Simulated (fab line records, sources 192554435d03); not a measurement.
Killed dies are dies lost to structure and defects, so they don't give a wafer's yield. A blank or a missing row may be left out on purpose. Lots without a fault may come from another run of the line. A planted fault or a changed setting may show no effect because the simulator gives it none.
A struck lot beside a sound one | flow n5_finfet | 14 steps out of a route of 1938
Sound: wafers L250.1, L250.2, L250.3. Struck: wafers L245.2, L245.3, L245.6. The cause comes at the end.
At each step with rows: each side's tool, then ch and its chambers, then its first start. Under that, the readings that differ: sound wafers | struck wafers | difference of the means | sigmas: that difference in standard deviations of wafers without a fault.
alike: readings whose means differ by less than 2 such deviations, and words and numbers that are the same on both sides. not compared: withheld readings, readings that some wafer has no value for, bounds like >300 that may hide the same value, and numbers for which the record gives no deviation and whose values overlap.
The two part at a step that has a row with sigmas, a row that says differs or no value, or rows on one side only. Numbers that don't overlap but have no deviation are shown without sigmas and don't part them. A reading that every wafer of one side lacks parts them only if that side has two wafers or more.

first, 4 steps without rows for these wafers: N5_HKMG_FIN_PRECLEAN_64 (cleans in dHF, time 30 s); N5_HKMG_FIN_WET_ETCH_65 (etches a-Si in TMAH, stops on TiN, time 49 s, target depth 3 nm); N5_HKMG_FIN_WET_ETCH_81 (etches TiN in SC1, stops on HfO2, time 57 s, target depth 6 nm); N5_HKMG_FIN_WET_ETCH_82 (etches La2O3 in dHCl, stops on HfO2, target depth 2 nm, rinse time 30 s).
N5_HKMG_FIN_ALD_36: deposits TiN, target thk 1 nm, pulse time 1 s, purge time 3 s.
  sound on ald_metal-02 ch 0,1,2, day 8 13:03; struck on ald_metal-01 ch 1,3, day 7 08:56
  alike: heater_power_w, precursor_pulse_height_rel
N5_HKMG_FIN_THK_MEAS_70: measures by xrf.
  sound on film_metro-01, day 8 13:20; struck on film_metro-01, day 7 09:13
  alike: HK_THK
N5_HKMG_FIN_PWFM_ALD_03: deposits TiN, target thk 2 nm, pulse time 1 s, purge time 3 s.
  sound on ald_metal-03 ch 0,2,3, day 8 13:22; struck on ald_metal-02 ch 0,2,3, day 7 09:16
  alike: heater_power_w, precursor_pulse_height_rel
then, 5 steps without rows for these wafers: N5_HKMG_FIN_COAT_29 (time 60 s, resist thk 300 nm); N5_HKMG_FIN_COAT_30 (time 60 s, resist thk 35 nm); N5_HKMG_FIN_COAT_06 (resist thk 90 nm); N5_HKMG_FIN_EBR_08; N5_HKMG_FIN_SOFTBAKE_07 (time 60 s).
N5_HKMG_FIN_EXPOSE_09: exposes mask NWFM, target cd 98 nm.
  sound on arfi_scanner-02 ch 0, day 8 14:05; struck on arfi_scanner-02, day 7 09:59
  no value came back on the struck wafers for exposure_dose_mJ_cm2, focus_offset_nm (nm); on the sound wafers exposure_dose_mJ_cm2 reads 39.17 39.17 39.19
  alike: mask
then, 1 step without rows for these wafers: N5_HKMG_FIN_PEB_10 (peb time 60 s).

WHERE THEY PART
Only at N5_HKMG_FIN_EXPOSE_09, within this record.

WHY: what the simulator had put in
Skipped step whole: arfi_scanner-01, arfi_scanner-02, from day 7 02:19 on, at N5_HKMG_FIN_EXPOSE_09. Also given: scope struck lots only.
